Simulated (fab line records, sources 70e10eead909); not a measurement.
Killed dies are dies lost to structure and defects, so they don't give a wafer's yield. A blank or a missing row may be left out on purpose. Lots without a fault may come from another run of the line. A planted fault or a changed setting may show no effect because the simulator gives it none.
Which tool did it? | flow nand_harc | 15 lots, 42 wafers sampled, at 6 steps of a route of 1302

WHAT THE GAUGES READ, wafer by wafer
NHARC_A_ONON_D2_THK_MEAS_05: measures by ellipsometry.
lot  | measured     | on            | thk_nm (nm)
L966 | day 11 22:46 | film_metro-02 | 990 988 989
L967 | day 13 03:39 | film_metro-02 | 988 987 990
L970 | day 14 14:02 | film_metro-02 | 1014 1015 1012
L972 | day 14 17:40 | film_metro-01 | 987 989 989
L971 | day 15 05:17 | film_metro-02 | 1006 1005 1005
L973 | day 15 12:38 | film_metro-01 | 981 980 981
L974 | day 15 19:56 | film_metro-02 | 1012 1011 1011
L975 | day 16 05:01 | film_metro-01 | 1014 1013 1015
L977 | day 17 03:16 | film_metro-01 | 1003 1006 1005
L976 | day 17 03:17 | film_metro-01 | 985 987 985
L979 | day 17 19:23 | film_metro-02 | 996 997 996
L981 | day 18 20:52 | film_metro-02 | 1018 1017 1015
L986 | day 20 12:46 | film_metro-02 | 1011 1009
L987 | day 21 01:23 | film_metro-02 | 1005 1004
L988 | day 21 08:56 | film_metro-02 | 1005 1007

NHARC_A_ONON_D2_THK_MEAS_18: measures by ellipsometry.
lot  | measured     | on            | thk_nm (nm)
L966 | day 12 08:25 | film_metro-02 | 1012 1011 1009
L967 | day 13 16:25 | film_metro-02 | 984 982 981
L970 | day 15 02:39 | film_metro-02 | 998 999 997
L972 | day 15 02:39 | film_metro-01 | 993 993 994
L971 | day 15 14:56 | film_metro-01 | 1006 1005 1005
L973 | day 15 21:40 | film_metro-01 | 998 999 998
L974 | day 16 05:01 | film_metro-02 | 1020 1021 1023
L975 | day 16 15:25 | film_metro-01 | 998 998 998
L977 | day 17 12:41 | film_metro-01 | 997 997 997
L976 | day 17 12:41 | film_metro-02 | 1028 1029 1024
L979 | day 18 04:26 | film_metro-02 | 989 990 988
L981 | day 19 06:49 | film_metro-02 | 990 991 989
L986 | day 20 21:50 | film_metro-02 | 985 987
L987 | day 21 13:34 | film_metro-01 | 993 992
L988 | day 21 18:23 | film_metro-02 | 1005 1004

NHARC_A_ONON_D2_THK_MEAS_21: measures by ellipsometry.
lot  | measured     | on            | thk_nm (nm)
L966 | day 12 08:59 | film_metro-01 | 986 986 985
L967 | day 13 16:59 | film_metro-01 | 1006 1005 1007
L970 | day 15 03:13 | film_metro-01 | 1001 1000 1002
L972 | day 15 03:13 | film_metro-02 | 1012 1012 1011
L971 | day 15 15:30 | film_metro-02 | 996 997 994
L973 | day 15 22:14 | film_metro-02 | 991 988 991
L974 | day 16 05:35 | film_metro-02 | 996 994 996
L975 | day 16 15:58 | film_metro-01 | 995 997 997
L977 | day 17 13:15 | film_metro-02 | 984 982 985
L976 | day 17 13:15 | film_metro-01 | 1018 1016 1019
L979 | day 18 05:01 | film_metro-01 | 997 997 996
L981 | day 19 07:22 | film_metro-01 | 991 991 989
L986 | day 20 22:23 | film_metro-02 | 997 997
L987 | day 21 14:08 | film_metro-01 | 1001 1000
L988 | day 21 18:57 | film_metro-02 | 996 995

NHARC_A_ONON_D2_THK_MEAS_24: measures by ellipsometry.
lot  | measured     | on            | thk_nm (nm)
L966 | day 12 09:32 | film_metro-01 | 1008 1007 1009
L967 | day 13 17:34 | film_metro-01 | 1010 1012 1010
L970 | day 15 03:47 | film_metro-02 | 1007 1007 1008
L972 | day 15 03:47 | film_metro-01 | 1004 1003 1003
L971 | day 15 16:04 | film_metro-01 | 996 995 995
L973 | day 15 22:49 | film_metro-01 | 990 992 992
L974 | day 16 06:10 | film_metro-02 | 1011 1011 1012
L975 | day 16 16:32 | film_metro-01 | 989 989 989
L977 | day 17 13:49 | film_metro-01 | 1002 1002 1003
L976 | day 17 13:49 | film_metro-02 | 993 993 993
L979 | day 18 05:35 | film_metro-01 | 1000 999 998
L981 | day 19 07:56 | film_metro-02 | 999 1000 999
L986 | day 20 22:57 | film_metro-01 | 1001 662
L987 | day 21 14:43 | film_metro-01 | 1001 662
L988 | day 21 19:31 | film_metro-02 | 664 1000

NHARC_END_SORT_01.
lot  | measured     | on        | killed_at_array | killed_at_other | killed_at_periphery | killed_dies | killed_open | killed_short
L986 | day 33 02:13 | prober-02 | 61 675          | 0 0             | 2 2                 | 63 677      | 3 0         | 4 2
L987 | day 33 18:31 | prober-02 | 52 676          | 0 0             | 1 1                 | 53 677      | 2 2         | 2 2
L988 | day 33 16:53 | prober-01 | 674 60          | 1 1             | 2 3                 | 677 64      | 5 3         | 3 5

WHICH TOOL RAN EACH LOT (tool, then ch and the chambers of the sampled wafers, then the start)
lot  | NHARC_A_ONON_D2_DEP_22
L966 | pecvd_onon-03 ch 0, day 12 09:02
L967 | pecvd_onon-01 ch 0, day 13 17:06
L970 | pecvd_onon-03 ch 0, day 15 03:20
L972 | pecvd_onon-01 ch 0, day 15 03:16
L971 | pecvd_onon-03 ch 0, day 15 15:41
L973 | pecvd_onon-02 ch 0, day 15 22:21
L974 | pecvd_onon-01 ch 0, day 16 05:39
L975 | pecvd_onon-03 ch 0, day 16 16:02
L977 | pecvd_onon-01 ch 0, day 17 13:22
L976 | pecvd_onon-03 ch 0, day 17 13:18
L979 | pecvd_onon-02 ch 0, day 18 05:04
L981 | pecvd_onon-01 ch 0, day 19 07:32
L986 | pecvd_onon-03 ch 0, day 20 22:37
L987 | pecvd_onon-03 ch 0, day 21 14:19
L988 | pecvd_onon-03 ch 0, day 21 19:01
- NHARC_A_ONON_D2_DEP_22: target thk 1000 nm.

WHAT THE TOOLS THEMSELVES READ (means of the sampled wafers that have a number; where no wafer has one, the mark that the record gives instead)
NHARC_A_ONON_D2_DEP_22.
lot  | tool          | susceptor_temp_C (C)
L966 | pecvd_onon-03 | 400.10
L967 | pecvd_onon-01 | 400.03
L970 | pecvd_onon-03 | 399.94
L972 | pecvd_onon-01 | 399.94
L971 | pecvd_onon-03 | 400.00
L973 | pecvd_onon-02 | 400.11
L974 | pecvd_onon-01 | 400.00
L975 | pecvd_onon-03 | 399.91
L977 | pecvd_onon-01 | 400.00
L976 | pecvd_onon-03 | 399.96
L979 | pecvd_onon-02 | 399.96
L981 | pecvd_onon-01 | 399.90
L986 | pecvd_onon-03 | 399.62
L987 | pecvd_onon-03 | 400.06
L988 | pecvd_onon-03 | 400.35

THE ANSWER, worked out from the rows above alone
Rule: what is usual is taken from the lots themselves. Put in order of their means at a reading, lots are off if they are a third of the lots or fewer, leave a main group of 4 or more, and stand apart from it by a gap of 3 or more times the standard deviation of the main group's means; of several such gaps the widest counts. A main group whose means are all the same, to the digits that the tables above print for the reading, isn't used. A lot without any number at a reading at which 4 lots or more have one is off too. The other lots that the step has rows for count as sound. The gauges are gone through in route order, then the tools' own readings, and for those a lot's mean is taken as printed above. The first step at which some lot is off is used, and at that step the reading that is off furthest; a lot without a number counts as furthest.
Off: L986, L987, L988, at NHARC_A_ONON_D2_THK_MEAS_24 (thk_nm). The main group: mean 1001 nm, standard deviation 7.3.
A tool fits if, at a process step before that reading, it ran every lot that is off, and no sound lot after the first of them. The gauges at NHARC_A_ONON_D2_THK_MEAS_24 are tried like those tools. One fits: pecvd_onon-03 at NHARC_A_ONON_D2_DEP_22. Its last sound lot is L976 (day 17 13:18), its first lot that is off L986 (day 20 22:37): a fault that began between those two fits.

WHAT THE SIMULATOR HAD PUT IN
Process parameter drift: pecvd_onon-03, from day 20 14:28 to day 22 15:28, at NHARC_A_ONON_D2_DEP_22. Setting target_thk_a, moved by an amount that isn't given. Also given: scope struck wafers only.
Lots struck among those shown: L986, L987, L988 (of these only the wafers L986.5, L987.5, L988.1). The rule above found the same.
